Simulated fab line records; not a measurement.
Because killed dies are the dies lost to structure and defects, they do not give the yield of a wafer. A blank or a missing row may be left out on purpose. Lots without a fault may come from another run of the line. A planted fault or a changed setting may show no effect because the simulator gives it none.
fab line records | flow n5-finfet
[record] lots = 9 wafers = 27 last-day = 20
route steps=1938 shown MOL_CONTACT_COAG@531 BEOL_M4@1111 PASSIVATION@1936
lots that met no fault: from a run of the same line without faults
start-h: hours from the record's opening day to when the first of the lot's shown wafers began | wait-h: hours since the lot's step before | " unchanged from the row above | L1.1+2: several wafers, shown together as one row | - no value, or no start was given | * or withheld: withheld | < > ~ a bound
route shown NAME@n: names a module that has steps shown in the file, with the first one's number in the route | usual: mean/standard deviation of fault-free wafers | same: alike in all rows | chamber/n: place in a boat | sites: readings site by site | _std_site: their standard deviation | _edge_site: inner sites' mean taken away from outer sites' mean | radius-mm: for every site, how far away it sits from the centre of the wafer | mask NAME#n: copy n | behind: the most recent tool/chamber to have shaped the wafer | hold: cause of the lot's hold/its duration in hours/its outcome | device: the n, p or np transistor that did not switch | end of line: at the end of the route, the tests of the same wafers | a step without rows: its recipe alone | killed: the dies lost at the first sort to structure and to defects; this is not the yield of the wafer | map: shows each die of a wafer: x if killed, . if not, _ if none is there
set.NAME: the setting that was run; set.NAME@STEP: the one run at that earlier step | model.NAME: the simulator's own value behind a step, which no gauge read
a sample of lots followed through the steps of the route, with each step as a table and each wafer as a row
services: a tool's chamber out of use, with start hour (start-h, from the record's first day; less than 0 if before it), hours out, and reason
[[steps]]
[step N5_MOL_CONTACT_COAG_ETCH_105]
[recipe] chemistry = CF4 target = SiARC target-depth-a = 156 mask-material = CAR-EUV time-s = 26 ion-energy-ev = 80 pressure-mtorr = 40 source-w = 545 bias-w = 36 Ar_flow_sccm = 100 cf4-flow-sccm = 100 ends = cleared
[usual] drypump-motor-current-A = 5.8/0.53 etch-rf-on-time-s = 25.9/0.64 oes-product-au = 0.63/0.063 rf-vpp-V = 184.1/1.4 showerhead-plenum-p-Torr = 2.15/0.076 throttle-valve-pct = 15.67/0.25
// columns lot.wafer tool chamber start-h wait-h drypump-motor-current-A etch-rf-on-time-s oes-product-au rf-hours-counter-h rf-vpp-V showerhead-plenum-p-Torr throttle-valve-pct
L473.2 rie-diel-03 0 88.02 0.0 4.9 26.1 0.59 224 184.3 2.13 15.68
L473.3 " 1 " " 5.9 25.3 0.70 120 184.9 2.24 15.97
L473.4 " 2 " " 5.6 26.3 0.65 142 183.5 2.06 15.55
L475.3 rie-diel-06 2 105.62 0.0 6.2 26.6 0.59 195 185.8 2.20 15.62
L475.4 " 3 " " 6.8 26.7 0.62 196 185.7 2.23 15.64
L475.5 " 0 " " 5.9 26.2 0.64 - 184.5 2.22 15.70
L477.1 rie-diel-03 0 112.94 0.0 4.9 26.0 0.59 229 184.5 2.13 15.69
L477.3 " 1 " " 5.9 24.9 0.69 131 185.9 2.23 16.00
L477.5 " 1 " " 5.9 25.0 0.69 - 186.7 2.23 15.99
L482.1 rie-diel-03 1 148.06 0.0 6.0 25.0 0.68 144 185.7 2.23 16.02
L482.2 " 2 " " 5.6 26.3 0.63 164 182.5 2.05 15.59
L482.6 " 0 " " 4.9 26.1 0.58 - 183.4 2.12 15.72
L484.1 rie-diel-02 0 159.00 0.0 6.1 25.0 0.83 7 184.3 2.27 14.96
L484.3 " 2 " " 5.2 25.9 0.59 235 183.6 2.13 15.75
L484.6 " 0 " " 6.1 25.0 0.84 - 185.2 2.27 14.95
L490.3 rie-diel-02 3 189.83 0.0 6.3 25.6 0.63 183 184.1 2.05 15.42
L490.4 " 3 " " 6.4 26.1 0.62 - 185.0 2.05 15.40
L490.5 " 0 " " 6.1 25.1 0.81 - 185.2 2.27 14.96
L491.1 rie-diel-03 1 195.68 0.0 5.9 24.8 0.67 163 185.8 2.22 16.05
L491.3 " 2 " " 5.6 26.3 0.61 182 182.3 2.05 15.62
L491.6 " 1 " " 5.9 24.4 0.67 - 184.0 2.22 16.04
L494.1 rie-diel-02 3 213.07 0.0 6.3 26.0 0.61 191 183.7 2.04 15.45
L494.2 " 1 " " 5.5 26.5 0.60 222 182.1 2.11 15.96
L494.3 " 2 " " 5.2 25.7 0.59 252 183.0 2.12 15.80
L496.3 rie-diel-03 1 224.48 0.0 5.9 24.8 0.66 175 185.3 2.22 16.06
L496.5 " 3 " " 6.1 26.2 0.57 - 181.7 2.02 15.58
L496.6 " 0 " " 4.9 24.6 0.80 - 182.2 2.11 15.28
[step N5_MOL_CONTACT_COAG_ALD_20]
[recipe] material = TiN target-thk-a = 15 temp-c = 400 ald-precursor-family = TiCl4 ald-co-reactant = NH3 pulse-time-s = 1 purge-time-s = 3 co-reactant-purge-time-s = 2 co-reactant-pulse-time-s = 2 ald-cycles = 68 pressure-torr = 3
[usual] heater-power-w = 882/110 precursor-pulse-height-rel = 1.001/0.02 susceptor-temp-C = 399.94/0.21
[same] purge-time-s = 3
// columns lot.wafer tool chamber start-h wait-h heater-power-w precursor-pulse-height-rel susceptor-temp-C
L473.2 ald-metal-04 1 89.70 0.1 815 0.989 400.00
L473.3 " 0 " " 1014 1.014 399.73
L473.4 " 2 " " 821 0.996 399.76
L475.3 ald-metal-03 0 106.68 0.1 870 0.981 400.12
L475.4 " 1 " " 978 0.987 399.96
L475.5 " 3 " " 969 1.015 400.00
L477.1 ald-metal-04 2 114.04 0.1 784 1.001 400.26
L477.3 " 3 " " 887 0.993 399.87
L477.5 " 2 " " 797 1.011 400.29
L482.1 ald-metal-03 2 149.17 0.1 564 0.973 369.45
L482.2 " 0 " " 705 1.012 369.53
L482.6 " 2 " " 574 0.988 369.34
L484.1 ald-metal-03 0 160.91 0.1 717 0.991 369.54
L484.3 " 1 " " 806 1.014 369.84
L484.6 " 1 " " 825 1.003 369.39
L490.3 ald-metal-04 1 190.75 0.1 818 1.003 399.81
L490.4 " 0 " " 997 1.001 399.68
L490.5 " 3 " " 888 0.992 399.89
L491.1 ald-metal-04 2 196.72 0.1 822 1.013 399.96
L491.3 " 1 " " 828 1.017 399.81
L491.6 " 0 " " 981 1.012 399.99
L494.1 ald-metal-02 0 214.09 0.1 1064 1.018 399.88
L494.2 " 3 " " 902 1.022 399.86
L494.3 " 2 " " 827 0.973 399.91
L496.3 ald-metal-03 0 225.47 0.1 860 1.008 400.53
L496.5 " 0 " " 855 0.983 400.15
L496.6 " 1 " " 991 1.002 400.03
[step N5_MOL_CONTACT_COAG_SIL_ANNEAL_21]
[recipe] temp-c = 550 time-s = 60 ambient = N2
[usual] lamp-power-pct = 6.05/0.17 wafer_temp_C_max = 552.1/0.45
// columns lot.wafer tool chamber start-h wait-h lamp-power-pct wafer_temp_C_max
L473.2 rtp-anneal-01 0 90.10 0.2 6.20 552.0
L473.3 " 0 " " 6.19 553.0
L473.4 " 0 " " 6.20 551.7
L475.3 rtp-anneal-01 0 107.20 0.3 6.20 552.8
L475.4 " 0 " " 6.20 551.4
L475.5 " 0 " " 6.19 551.9
L477.1 rtp-anneal-01 0 114.41 0.2 6.20 551.6
L477.3 " 0 " " 6.20 552.1
L477.5 " 0 " " 6.20 551.9
L482.1 rtp-anneal-01 0 149.56 0.2 6.20 552.0
L482.2 " 0 " " 6.19 552.4
L482.6 " 0 " " 6.20 553.3
L484.1 rtp-anneal-02 0 161.29 0.2 5.84 552.8
L484.3 " 0 " " 5.86 551.7
L484.6 " 0 " " 5.86 552.6
L490.3 rtp-anneal-02 0 191.18 0.3 5.85 552.3
L490.4 " 0 " " 5.86 551.7
L490.5 " 0 " " 5.85 552.3
L491.1 rtp-anneal-02 0 197.09 0.2 5.86 551.9
L491.3 " 0 " " 5.85 552.1
L491.6 " 0 " " 5.86 552.2
L494.1 rtp-anneal-01 0 214.53 0.3 6.20 553.2
L494.2 " 0 " " 6.19 551.7
L494.3 " 0 " " 6.21 552.1
L496.3 rtp-anneal-01 0 226.00 0.4 6.20 552.3
L496.5 " 0 " " 6.20 552.0
L496.6 " 0 " " 6.20 551.9
[step N5_MOL_CONTACT_COAG_SPUTTER_130]
[recipe] material = Co target-thk-a = 475 temp-c = 25 chamber-pressure-pa = 0.5 power-w = 3000
[usual] substrate-temp-c = 25.02/0.1 throttle-valve-pct = 29.8/0.94
// columns lot.wafer tool chamber start-h wait-h substrate-temp-c throttle-valve-pct
L473.2 pvd-sputter-03 - 93.54 0.0 25.07 29.9
L473.3 " - " " 25.10 31.1
L473.4 " - " " 24.97 29.4
L475.3 pvd-sputter-02 - 112.00 0.0 25.00 29.6
L475.4 " - " " 25.24 28.6
L475.5 " - " " 24.98 29.4
L477.1 pvd-sputter-01 - 119.41 0.0 25.10 28.8
L477.3 " - " " 25.09 28.7
L477.5 " - " " 25.01 28.6
L482.1 pvd-sputter-02 - 153.00 0.0 25.04 28.5
L482.2 " - " " 25.09 29.2
L482.6 " - " " 24.96 29.5
L484.1 pvd-sputter-01 - 164.33 0.0 25.01 29.8
L484.3 " - " " 25.08 31.4
L484.6 " - " " 25.06 29.8
L490.3 pvd-sputter-02 - 196.30 0.0 24.94 28.6
L490.4 " - " " 24.94 29.8
L490.5 " - " " 25.05 29.5
L491.1 pvd-sputter-02 - 202.30 0.0 24.84 29.7
L491.3 " - " " 25.09 29.3
L491.6 " - " " 25.03 29.6
L494.1 pvd-sputter-01 - 220.01 0.0 25.29 28.6
L494.2 " - " " 25.07 28.8
L494.3 " - " " 25.10 29.9
L496.3 pvd-sputter-01 - 231.16 0.0 25.10 30.1
L496.5 " - " " 25.10 31.4
L496.6 " - " " 25.11 28.7
[step N5_BEOL_M4_RC_MEAS_101]
[usual] DIBL_N = 36.3/1.6 DIBL_P = 36.4/2.1 IOFF_N = 0.16/0.032 IOFF_P = 0.22/0.044 ION_N = 675/12 ION_P = 463/8.3 SS_N = 71.6/0.64 SS_P = 73.3/0.67 VT_N = 250/3.3 VT_P = -250/3.7
// columns lot.wafer tool chamber start-h wait-h DIBL_N[mV/V] DIBL_P[mV/V] IOFF_N[nA/um] IOFF_P[nA/um] ION_N[uA/um] ION_P[uA/um] SS_N[mV/dec] SS_P[mV/dec] VT_N[mV] VT_P[mV]
L475.3 prober-01 0 209.26 0.3 37.6 38.7 0.17 0.21 675 462 72.0 73.9 248 -250
L475.4 " 0 " " 35.8 35.3 0.13 0.16 672 452 71.6 72.1 252 -256
L475.5 " 0 " " 35.0 35.0 0.12 0.16 666 455 70.9 72.7 252 -255
L477.1 prober-01 0 218.98 0.0 36.7 36.5 0.17 0.22 675 470 71.0 73.9 248 -249
L477.3 " 0 " " 36.5 36.4 0.16 0.20 664 455 71.4 72.9 251 -251
L477.5 " 0 " " 37.5 37.5 0.18 0.22 682 469 72.1 74.1 248 -248
L473.2 prober-01 0 221.38 0.2 33.9 34.4 0.12 0.18 664 454 70.7 72.0 254 -252
L473.3 " 0 " " 35.8 36.6 0.16 0.21 683 466 71.1 72.7 250 -253
L473.4 " 0 " " 33.8 33.3 0.12 0.17 663 460 71.6 72.3 252 -254
L482.1 prober-02 0 257.00 0.0 35.4 35.7 0.15 0.18 665 457 71.2 72.8 251 -254
L482.2 " 0 " " 37.9 38.7 0.21 0.23 697 468 71.7 74.1 246 -250
L482.6 " 0 " " 36.7 37.3 0.18 0.20 674 454 71.2 73.0 249 -251
L484.1 prober-02 0 287.00 0.0 33.7 32.9 0.13 0.20 674 469 71.2 71.8 250 -247
L484.3 " 0 " " 38.6 38.7 0.22 0.29 694 472 72.7 74.4 243 -245
L484.6 " 0 " " 35.6 35.8 0.17 0.26 696 479 71.5 73.3 249 -244
L490.3 prober-01 0 308.73 0.3 38.0 37.5 0.20 0.26 699 471 72.3 74.3 246 -244
L490.4 " 0 " " 33.7 32.2 0.12 0.17 654 452 70.6 72.7 253 -250
L490.5 " 0 " " 34.7 33.5 0.13 0.18 674 461 71.4 74.0 251 -251
L491.1 prober-02 0 323.48 0.0 34.9 35.0 0.14 0.19 666 465 71.3 72.3 251 -251
L491.3 " 0 " " 37.0 37.8 0.18 0.24 681 469 71.4 73.3 246 -247
L491.6 " 0 " " 37.3 37.6 0.18 0.23 685 467 71.3 73.4 244 -249
L494.1 prober-02 0 350.85 0.0 35.6 35.1 0.12 0.18 648 450 71.4 73.4 255 -253
L494.2 " 0 " " 34.9 34.2 0.12 0.17 672 464 70.7 73.2 254 -251
L494.3 " 0 " " 36.8 35.7 0.14 0.19 667 461 70.9 72.4 252 -253
L496.3 prober-01 0 381.41 0.3 35.7 34.9 0.15 0.21 665 459 71.9 72.9 250 -250
L496.5 " 0 " " 37.1 36.6 0.17 0.23 670 462 72.6 73.0 248 -248
L496.6 " 0 " " 35.8 35.0 0.15 0.21 680 463 72.4 72.9 253 -251
[step N5_PASSIVATION_PROBE_49]
[usual] defect-limited-yield = 91.4/1.2 killed_at_M0_to_M3 = 35/11 killed_at_M4_up = 14/6 killed-at-contacts = 12/6.7 killed-at-front-end = 37/9.7 killed-at-other = 3.5/2.5 killed-dies = 102/15 killed-open = 67/12 killed-short = 33/7.3 sort_bin_5_function = 5.1/0.81 sort_bin_6_memory = 3.2/0.65 sort-n-pass = 1078/15 sort-yield-pct = 91.4/1.2
[same] gross-dies = 1180 killed-at-back-side = 0 sort_bin_4_leakage[%] = 0 sort_bin_8_speed[%] = 0
// columns lot.wafer tool chamber start-h wait-h defect-limited-yield[%] killed_at_M0_to_M3 killed_at_M4_up killed-at-contacts killed-at-front-end killed-at-other killed-dies killed-open killed-short sort_bin_5_function[%] sort_bin_6_memory[%] sort-n-pass sort-yield-pct[%]
L494.1 prober-01 - 460.16 0.0 94.0 21 6 7 37 0 71 44 19 3.1 1.8 1109 94.0
L494.2 prober-01 - 460.21 0.1 93.8 29 8 3 32 1 73 46 26 4.8 1.0 1107 93.8
L494.3 prober-01 - 460.26 0.1 93.1 18 6 4 52 2 82 53 28 3.1 3.6 1098 93.1
// killed by level:class
L494.1 STI_FIN_REVEAL:geometric-particle:open=9 FIN_SAQP:geometric-particle:open=8 HKMG_FIN:area-etch=7 MOL_CONTACT_COAG:geometric-particle:open=6 BEOL_M0_SAQP:geometric-particle:open=5 BEOL_M1:geometric-particle:short=4 FIN_SAQP:geometric-particle:short=4 BEOL_M2:geometric-particle:open=4
L494.2 STI_FIN_REVEAL:geometric-particle:open=10 BEOL_M3:geometric-particle:open=10 FIN_SAQP:geometric-particle:open=7 FIN_SAQP:geometric-particle:short=6 STI_FIN_REVEAL:geometric-particle:short=5 BEOL_M0_SAQP:geometric-particle:short=5 BEOL_M2:geometric-particle:open=4 BEOL_M0_SAQP:geometric-particle:open=3
L494.3 FIN_SAQP:geometric-particle:short=14 STI_FIN_REVEAL:geometric-particle:open=12 FIN_SAQP:geometric-particle:open=10 BEOL_M3:geometric-particle:open=5 BEOL_M4:geometric-particle:open=5 STI_FIN_REVEAL:geometric-particle:short=4 DUMMY_GATE:geometric-particle:open=3 BEOL_M1:geometric-particle:open=3
[[services]]
// columns tool chamber start-h hours kind
pvd-sputter-03 - 67.77 2.6 repair
rtp-anneal-01 - 68.38 2.8 pm
ald-metal-03 - 70.72 8.7 pm
rtp-anneal-02 - 71.78 2.9 repair
rie-diel-03 2 77.09 4.3 repair
rie-diel-06 - 79.36 2.8 pm
pvd-sputter-03 - 95.43 5.3 repair
rie-diel-02 0 115.19 - clean
rie-diel-02 0 115.19 - consumable-replace:focus-ring
rie-diel-06 0 119.41 1.3 repair
ald-metal-02 0 120.58 4.2 repair
rie-diel-03 2 127.70 2.8 repair
pvd-sputter-02 - 134.10 2.2 repair
pvd-sputter-01 - 135.91 8.5 repair
pvd-sputter-03 - 147.37 0.7 repair
rie-diel-03 0 163.82 - clean
rie-diel-03 0 163.82 - consumable-replace:focus-ring
rie-diel-03 0 163.82 23.9 scheduled-down
rie-diel-03 0 163.82 23.9 vent-cycle
rie-diel-02 2 187.41 4.7 repair
rie-diel-06 2 204.99 5.7 repair
rie-diel-02 0 209.63 4.7 repair
rie-diel-02 2 215.22 8.0 repair
ald-metal-02 3 215.35 28.4 repair
[[key]]
[first-sign] step = N5_MOL_CONTACT_COAG_ALD_20 reading = susceptor-temp-C direction = down sigmas = 99+ usual = * struck = *
[effect] step = N5_MOL_CONTACT_COAG_ALD_20 reading = heater-power-w direction = down sigmas = 1.6 usual = * struck = *
met-at N5_MOL_CONTACT_COAG_ALD_20
struck-lots L482,L484
not-acting-at N5_MOL_CONTACT_COAG_ETCH_105,N5_MOL_CONTACT_COAG_SIL_ANNEAL_21,N5_MOL_CONTACT_COAG_SPUTTER_130
onset-between 106.68 149.17
[fault] kind = process-parameter-drift tool = ald-metal-03 chamber = - onset-h = 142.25 steps = N5_MOL_CONTACT_COAG_ALD_20 channel = temp-c offset = * shape = step end-h = 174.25 acts-in = * stated = *
